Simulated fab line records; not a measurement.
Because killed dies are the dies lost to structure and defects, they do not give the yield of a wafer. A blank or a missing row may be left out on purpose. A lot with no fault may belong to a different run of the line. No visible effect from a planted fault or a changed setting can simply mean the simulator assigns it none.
Chamber matching	flow n5 finfet	rie diel-03 running N5_BEOL_M1_DESCUM_33: 4 sister chambers
The step chemistry O2, time 7 s. 4 wafers are shown with their chamber, then 8 later ones without.

WAFERS PAIRED WITH THEIR CHAMBERS
wafer	chamber	showerhead plenum p Torr (Torr)
L078.1	3	2.17
L084.3	1	2.06
L084.6	0	2.01
L093.3	2	2.09

WAFERS MISSING THEIR CHAMBER
wafer	showerhead plenum p Torr (Torr)
L093.5	2.16
L093.6	2.05
L094.1	2.16
L094.3	2.05
L094.5	2.05
L096.3	2.09
L096.5	2.09
L096.6	2.05

THE CHAMBER EACH PASSED THROUGH
wafer	from the rows above	in truth
L093.5	3	3
L093.6	1	1
L094.1	3	3
L094.3	1	1
L094.5	1	1
L096.3	2	2
L096.5	2	2
L096.6	1	1
Correctly placed: 8 of 8. From these rows, 0 cannot be placed. Wrongly placed: 0.
How it was worked out, from the rows above alone: a wafer's distance from a chamber is the root of the sum, over the readings, of the square of ((its reading less the chamber's mean) divided by the reading's scatter). The wafer belongs to the nearest chamber; if the next one is less than 2 further off, it can't be placed. For every chamber, the mean is computed from those of its wafers that are shown. The scatter: with one shown wafer a chamber, the root of the mean of the squares of how far each hidden wafer lies from its nearest shown one.
